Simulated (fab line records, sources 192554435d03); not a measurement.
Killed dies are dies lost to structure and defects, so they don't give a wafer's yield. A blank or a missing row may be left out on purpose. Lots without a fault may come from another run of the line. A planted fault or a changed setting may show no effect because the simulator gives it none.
fab line records | flow n5_finfet
record lots=4 wafers=12 last_day=17
route steps=1938 shown MOL_CONTACT_COAG@577 BEOL_M4@1111 PASSIVATION@1936
lots that met no fault: from a run of the same line without faults
start_h: hours from the record's first day to the start of the lot's first wafer shown | wait_h: hours since the lot's step before | " the same as in the row above | L1.1+2: a row that stands for several wafers | - no value, or no start given | * or withheld: withheld | < > ~ a bound
route shown NAME@n: a module of which the file shows steps, and the number in the route of the first | usual: mean/standard deviation of fault-free wafers | same: alike in all rows | chamber/n: place in a boat | sites: the reading at each site | _std_site: their standard deviation | _edge_site: outer sites' mean less inner sites' | radius_mm: how far each site lies from the wafer's centre | mask NAME#n: copy n | behind: the tool/chamber that last shaped the wafer | hold: why the lot was held/for how many hours/how that ended | device: the transistor (n, p or np) that didn't switch | end of line: the same wafers' tests at the end of the route | a step without rows: its recipe alone | killed: dies lost to structure and defects at the first sort, not the wafer's yield | map: a wafer's dies, x killed, . not, _ none there
set.NAME: the setting as run; set.NAME@STEP: as run at that earlier step | model.NAME: the simulator's own value behind a step, which no gauge read
lots at some steps of the route; a table a step, a row a wafer
## steps
# step N5_MOL_CONTACT_COAG_ETCH_89
# recipe chemistry=N2/H2 target=underlayer target_depth_a=130 mask_material=CAR-EUV time_s=10.4 ion_energy_ev=200 pressure_mtorr=30 source_w=840 bias_w=150 n2_flow_sccm=200 h2_flow_sccm=200 ends=cleared
# step N5_MOL_CONTACT_COAG_ETCH_90
# recipe chemistry=CF4 target=SiARC target_depth_a=130 mask_material=CAR-EUV time_s=21.7 ion_energy_ev=80 pressure_mtorr=40 source_w=545 bias_w=36 Ar_flow_sccm=100 cf4_flow_sccm=100 ends=cleared
# step N5_MOL_CONTACT_COAG_ALD_131
# recipe material=SiO2 target_thk_a=50 temp_c=100 ald_precursor_family=BDEAS ald_co_reactant=O2-plasma pulse_time_s=1 co_reactant_pulse_time_s=1 purge_time_s=2 co_reactant_purge_time_s=2 ald_cycles=35 pressure_torr=2
# step N5_MOL_CONTACT_COAG_ETCHBACK_132
# recipe chemistry=CHF3 target=SiO2 target_depth_a=100 time_s=6.7 ion_energy_ev=200 pressure_mtorr=30 source_w=610 bias_w=170 Ar_flow_sccm=200 CHF3_flow_sccm=50
# step N5_MOL_CONTACT_COAG_ETCH_91
# recipe chemistry=N2/H2 target=SOC target_depth_a=600 overetch_a=210 mask_material=SiARC temp_c=40 time_s=101.2 ion_energy_ev=200 pressure_mtorr=30 source_w=840 bias_w=150 n2_flow_sccm=200 h2_flow_sccm=200
# step N5_MOL_CONTACT_COAG_STRIP_92
# recipe chemistry=N2/H2 temp_c=40 n2_flow_sccm=200 h2_flow_sccm=200 rf_frequency_hz=6e+07
# step N5_MOL_CONTACT_COAG_STRIP_93
# recipe chemistry=N2/H2 temp_c=40 n2_flow_sccm=200 h2_flow_sccm=200 rf_frequency_hz=6e+07
# step N5_MOL_CONTACT_COAG_ETCHBACK_135
# recipe chemistry=CHF3 target=SiO2 target_depth_a=250 time_s=16.7 ion_energy_ev=200 pressure_mtorr=30 source_w=610 bias_w=170 Ar_flow_sccm=200 CHF3_flow_sccm=50
# step N5_MOL_CONTACT_COAG_STRIP_118
# recipe chemistry=CHF3 resist=SiARC rf_frequency_hz=6e+07
# step N5_MOL_CONTACT_COAG_VIA_ETCH_46
# recipe chemistry=C4F6/O2 target_depth_a=460 overetch_a=92 mask_material=SOC target=SiO2 bias_w=455 pressure_mtorr=10 time_s=40 source_w=325 Ar_flow_sccm=300 C4F6_flow_sccm=10 O2_flow_sccm=10 ion_energy_ev=575.3 ends=end_point
# step N5_MOL_CONTACT_COAG_STRIP_96
# recipe chemistry=N2/H2 power_w=500 temp_c=40 pressure_mtorr=50 rf_frequency_hz=6e+07 overash_fraction=0.3 bias_power_w=28 h2_frac=0.5 n2_flow_sccm=300 h2_flow_sccm=300
# step N5_MOL_CONTACT_COAG_ETCH_47
# recipe chemistry=CH3F/O2 target=SiNx target_depth_a=270 mask_material=SiO2 stop_on=W over_etch_frac=0.2 ion_energy_ev=120 endpoint=OES-CN pressure_mtorr=30 source_w=395 bias_w=73 Ar_flow_sccm=150 CH3F_flow_sccm=30 O2_flow_sccm=20 ends=end_point
# step N5_MOL_CONTACT_COAG_STRIP_119
# recipe chemistry=N2/H2 time_s=30 power_w=1000 temp_c=250 pressure_mtorr=withheld n2_flow_sccm=1750 h2_flow_sccm=3250
# usual drypump_motor_current_A=5.62/0.29 heater_power_w=344/36
# columns lot.wafer tool chamber start_h wait_h drypump_motor_current_A heater_power_w rf_hours_counter_h
L875.3 plasma_asher-01 1 132.91 0.1 5.95 339 -
L875.4 " 0 " " 5.22 406 -
L875.5 " 1 " " 5.96 341 -
L877.1 plasma_asher-01 0 142.38 0.1 5.22 416 97
L877.5 " 1 " " 5.98 336 -
L877.6 " 0 " " 5.22 396 -
L888.1 plasma_asher-02 1 204.70 0.1 5.90 344 63
L888.2 " 0 " " 5.43 309 63
L888.3 " 1 " " 5.88 347 -
L892.1 plasma_asher-01 1 228.62 0.1 5.96 339 113
L892.3 " 1 " " 5.97 337 -
L892.6 " 0 " " 5.22 398 -
# step N5_MOL_CONTACT_COAG_PRECLEAN_144
# recipe chemistry=alkaline_clean temp_c=60 time_s=60 do_ppb=50
# step N5_MOL_CONTACT_COAG_SRD_145
# recipe dry=ipa_marangoni time_s=30 temp_c=23 rinse_liquid=diw
# step N5_MOL_CONTACT_COAG_COAT_62
# recipe resist=SOC temp_c=250 time_s=60 spin_rpm=1500 resist_thk_nm=60
# step N5_MOL_CONTACT_COAG_COAT_63
# recipe resist=SiARC temp_c=220 time_s=60 spin_rpm=1500 resist_thk_nm=10
# step N5_MOL_CONTACT_COAG_COAT_64
# recipe resist=underlayer temp_c=205 time_s=60 spin_rpm=1500 resist_thk_nm=10
# step N5_MOL_CONTACT_COAG_COAT_34
# recipe resist=CAR-EUV spin_rpm=1500 resist_thk_nm=40
# step N5_MOL_CONTACT_COAG_EBR_36
# recipe solvent=PGMEA ebr_width_mm=1.5
# step N5_MOL_CONTACT_COAG_SOFTBAKE_35
# recipe temp_c=110 time_s=60 resist=CAR-EUV
# step N5_MOL_CONTACT_COAG_EXPOSE_37
# recipe mask_id=VD na=0.33 source_shape=annular sigma_inner=0.3 sigma_outer=0.7 polarization=unpolarized defocus_nm=0 dose_mj=62
# step N5_MOL_CONTACT_COAG_PEB_38
# recipe peb_temp_c=100 peb_time_s=60 resist=CAR-EUV
# step N5_MOL_CONTACT_COAG_DEVELOP_39
# recipe develop_time_s=30 developer=TMAH resist=CAR-EUV rinse_liquid=surfactant_rinse dry=air_spin dev_temp_c=23
# step N5_MOL_CONTACT_COAG_INSPECT_42
# recipe mode=adi inspect_instrument=brightfield
# usual raw_defect_count=191/48
# columns lot.wafer tool chamber start_h wait_h raw_defect_count
L875.3 defect_inspect-02 - 133.45 0.0 175
L875.4 " - " " 864
L875.5 " - " " 173
L877.1 defect_inspect-02 - 142.93 0.1 867
L877.5 " - " " 271
L877.6 " - " " 853
L888.1 defect_inspect-01 - 205.38 0.1 112
L888.2 " - " " 156
L888.3 " - " " 161
L892.1 defect_inspect-01 - 229.17 0.1 235
L892.3 " - " " 221
L892.6 " - " " 234
# step N5_MOL_CONTACT_COAG_DESCUM_45
# recipe chemistry=O2 time_s=7 source_power_w=50 bias_power_w=20 pressure_mtorr=20 rf_frequency_hz=2.712e+07 temp_c=40 resist=CAR-EUV o2_flow_sccm=225
# step N5_BEOL_M4_RC_MEAS_101
# usual DIBL_N=35.9/1.4 DIBL_P=35.9/1.7 IOFF_N=0.160/0.026 IOFF_P=0.21/0.036 ION_N=672/11 ION_P=461/8.1 SS_N=71.4/0.54 SS_P=73.2/0.67 VT_N=249.3/2.7 VT_P=-250/3.9
# columns lot.wafer tool chamber start_h wait_h DIBL_N[mV/V] DIBL_P[mV/V] IOFF_N[nA/um] IOFF_P[nA/um] ION_N[uA/um] ION_P[uA/um] SS_N[mV/dec] SS_P[mV/dec] VT_N[mV] VT_P[mV]
L877.1 prober-01 0 197.43 0.0 35.6 36.0 0.145 0.20 664 454 71.7 72.9 250.9 -252
L877.5 " 0 " " 33.9 35.2 0.126 0.19 665 459 70.2 73.1 252.5 -250
L877.6 " 0 " " 35.0 35.5 0.149 0.19 662 459 71.4 72.1 251.5 -251
L875.3 prober-02 0 204.73 0.3 33.6 33.4 0.128 0.16 660 457 71.2 71.9 251.0 -257
L875.4 " 0 " " 37.0 38.6 0.193 0.24 695 470 71.4 74.5 245.2 -250
L875.5 " 0 " " 32.3 32.6 0.111 0.14 654 447 70.7 72.3 252.4 -256
L888.1 prober-02 0 260.94 0.0 35.9 34.7 0.152 0.22 664 459 71.1 73.4 249.3 -249
L888.2 " 0 " " 37.0 36.9 0.172 0.27 663 461 71.4 73.1 246.3 -247
L888.3 " 0 " " 35.3 35.3 0.155 0.24 676 473 70.9 72.8 247.6 -245
L892.1 prober-02 0 291.59 0.0 37.4 37.5 0.186 0.24 686 467 71.7 73.2 244.6 -249
L892.3 " 0 " " 36.3 35.5 0.146 0.21 669 461 71.2 72.5 250.1 -248
L892.6 " 0 " " 37.3 36.0 0.164 0.21 661 456 71.2 73.2 250.7 -252
# step N5_PASSIVATION_PROBE_49
# usual defect_limited_yield=90.9/1.5 killed_at_M0_to_M3=35/10 killed_at_M4_up=14/5.2 killed_at_contacts=13/7.3 killed_at_front_end=42/12 killed_at_other=3.4/2.5 killed_dies=108/18 killed_on_rim=14/4.2 killed_open=70/13 killed_short=35/8 sort_bin_5_function=5.4/1 sort_bin_6_memory=3.4/0.71 sort_n_pass=1072/18 sort_yield_pct=90.9/1.5
# same gross_dies=1180 killed_at_back_side=0 sort_bin_4_leakage[%]=0 sort_bin_8_speed[%]=0
# columns lot.wafer tool chamber start_h wait_h defect_limited_yield[%] killed_at_M0_to_M3 killed_at_M4_up killed_at_contacts killed_at_front_end killed_at_other killed_dies killed_on_rim killed_open killed_short sort_bin_5_function[%] sort_bin_6_memory[%] sort_n_pass sort_yield_pct[%]
L877.1 prober-01 - 299.88 0.0 80.4 44 21 132 29 5 231 19 67 36 12.2 4.5 949 80.4
L877.6 prober-01 - 300.13 0.3 82.5 45 8 124 30 0 207 8 59 30 11.4 3.4 973 82.5
L875.4 prober-01 - 304.14 0.2 80.8 15 9 161 38 4 227 13 63 28 11.7 4.7 953 80.8
# killed by level:class
L877.1 MOL_CONTACT_COAG:unspecified=127 BEOL_M0_SAQP:geometric_particle:short=16 BEOL_M0_SAQP:geometric_particle:open=7 BEOL_M4:geometric_particle:open=7 DUMMY_GATE:geometric_particle:open=6 BEOL_M1:geometric_particle:open=5 BEOL_M2:geometric_particle:open=5 STI_FIN_REVEAL:geometric_particle:open=4
L877.6 MOL_CONTACT_COAG:unspecified=116 BEOL_M0_SAQP:geometric_particle:open=10 FIN_SAQP:geometric_particle:short=9 BEOL_M0_SAQP:geometric_particle:short=8 BEOL_M0:geometric_particle:open=8 MOL_CONTACT_COAG:geometric_particle:open=6 BEOL_M2:geometric_particle:open=6 STI_FIN_REVEAL:geometric_particle:open=5
L875.4 MOL_CONTACT_COAG:unspecified=135 MOL_CONTACT_COAG:geometric_particle:open=21 FIN_SAQP:geometric_particle:open=12 FIN_SAQP:geometric_particle:short=10 MOL_CONTACT_COAG:geometric_particle:short=5 BEOL_M0_SAQP:geometric_particle:short=5 BEOL_M3:geometric_particle:open=4 BEOL_M0_SAQP:geometric_particle:open=3
# map L875.4 (x killed, . not)
_________________..x.x.x.....________________
______________.x....x.x...x....._____________
___________.x..x.....x...xx........__________
__________.x..x...x...x.x..x........_________
________x..........x.................._______
_______..............x..x..............______
______.................................._____
_____.........x.....x....................____
____......x....xx.....x...............x...___
___..........xxxxxx.xx..............xx.....__
___...x....x..x.xxxxxxxx.x...........x.....__
__.........xxxxxxxxxxxxx.....x.............._
__........x.xxxxxxxxxxxxx...x....x.x........_
_....x..x...x.xxxxxxxxxxxx..x.xx...x......x..
_...x......xxxxxxxxxxxxxx.x...x.........x....
_.....x....xxxxxxxxxxxxxx..........x.........
_..........xxxxxxxxxxxxxx.x..................
_..........xx.xxxxxxxxxx...................x.
_..x..x......xxxxxx.xxxxxx.....x...x........x
_....x.........xxxxxx.x.x.....x..............
_........x..xx...xxx...x.................x...
__x............x......xx...................._
__..............x.x......x..x.............x._
___.....x......x.x..............x..........__
___.......x...........................x..x.__
____.....................x................___
_____......x...x....x....................____
______.................................x_____
_______.............................x..______
________x.......x..........x.........._______
__________......x.x................._________
___________........................__________
______________.................._____________
_________________............________________
# map L877.1 (x killed, . not)
_________________......x.....________________
______________.................._____________
___________xx......................__________
__________.........x.x.........x...._________
________...x.............x.x.........._______
_______..........x.x.......x...x.....xx______
______...........................x...x.._____
_____............xx...............x...x.x____
____....x.........x...x...................___
___........x.xxxx.x.xxxx...xx..............__
___..x.....x.xxxxxxxxxx....................__
__..........xxxxxxxxxx.xxx.................._
__.x....xx....xxxxxxxxxx........x..........._
_.........x.xxxxxxxxxxxx.x..........x........
_........xxxxxxxxxxxxxxxxx.......x...x.......
_x.x....x.xxxxxxxxxxxxxxxx.....xx............
_.........x...xxxxxxxxxx....x.....x...x......
_.x..x.....xxxxxxxxxxxx.x.x.x........x....x..
_x............xxxxxxxx.x................x...x
_...xx........x.xxxx.............x...........
_..........x..x..x..x.......x...x............
__.x...................x..xx............x..._
__..x...x.xxxx....................x.x..x...._
___..........................xx...x........__
___x................x...x...............xx.__
____x......x..x..........x.x..............___
_____...x.............................x..____
______......x....................x......_____
_______.................x..............______
________............................x._______
__________.........................._________
___________.......x......x.....x...__________
______________..............x..._____________
_________________....x...xx.x________________
## key
first_sign step=N5_MOL_CONTACT_COAG_INSPECT_42 reading=raw_defect_count direction=up sigmas=14 usual=191 struck=861
effect step=N5_PASSIVATION_PROBE_49 reading=killed_at_contacts direction=up sigmas=17 usual=13 struck=139
more_kills_born_at N5_MOL_CONTACT_COAG_STRIP_119@plasma_asher-01=378
met_at N5_MOL_CONTACT_COAG_STRIP_119
struck_wafers L875.4,L877.1,L877.6
fault kind=chamber_particle_source tool=plasma_asher-01 chamber=0 onset_h=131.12 steps=N5_MOL_CONTACT_COAG_STRIP_119 rate_per_visit_cm2=0.99913 end_h=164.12
